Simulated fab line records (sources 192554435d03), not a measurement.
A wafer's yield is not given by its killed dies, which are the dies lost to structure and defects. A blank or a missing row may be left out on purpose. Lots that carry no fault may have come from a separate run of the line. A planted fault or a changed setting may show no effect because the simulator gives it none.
Matching of chambers / flow n5_finfet / 3 sister chambers for N5_BEOL_M2_PECVD_72 on pecvd-02
The step deposits SiO2 from TEOS/O2, target thk 16 nm, time 18 s. 3 wafers are shown with their chamber, then 9 later ones without.

WAFERS PAIRED WITH THEIR CHAMBERS
wafer=L088.2; chamber=2; throttle_valve_pct (%)=19.6
wafer=L092.3; chamber=1; throttle_valve_pct (%)=23.1
wafer=L092.4; chamber=0; throttle_valve_pct (%)=23.3

WAFERS WITHOUT THEIR CHAMBER
wafer=L094.1; throttle_valve_pct (%)=23.4
wafer=L094.3; throttle_valve_pct (%)=19.3
wafer=L094.5; throttle_valve_pct (%)=19.9
wafer=L095.3; throttle_valve_pct (%)=23.1
wafer=L095.4; throttle_valve_pct (%)=23.5
wafer=L095.5; throttle_valve_pct (%)=20.0
wafer=L096.3; throttle_valve_pct (%)=19.9
wafer=L096.5; throttle_valve_pct (%)=23.1
wafer=L096.6; throttle_valve_pct (%)=23.4

WHICH CHAMBER EACH WENT THROUGH
wafer=L094.1; from the rows above=can't be placed: 0 or 1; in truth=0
wafer=L094.3; from the rows above=2; in truth=2
wafer=L094.5; from the rows above=2; in truth=2
wafer=L095.3; from the rows above=can't be placed: 1 or 0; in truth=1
wafer=L095.4; from the rows above=can't be placed: 0 or 1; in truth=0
wafer=L095.5; from the rows above=2; in truth=2
wafer=L096.3; from the rows above=2; in truth=2
wafer=L096.5; from the rows above=can't be placed: 1 or 0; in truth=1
wafer=L096.6; from the rows above=can't be placed: 0 or 1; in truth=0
Placed correctly: 4 of 9. Cannot be placed on the basis of these rows: 5; the candidates contain the true chamber in 5. Number placed wrongly: 0.
How it was worked out, from the rows above alone: a wafer's distance from a chamber is the root of the sum, over the readings, of the square of ((its reading less the chamber's mean) divided by the reading's scatter). If the next closest chamber is less than 2 further off than the closest, the wafer can't be placed; otherwise it belongs to the closest. For every chamber, the mean is computed from those of its wafers that are shown. The scatter (one wafer shown for each chamber): square how far every hidden wafer sits from the nearest shown wafer, average those squares and take the square root.
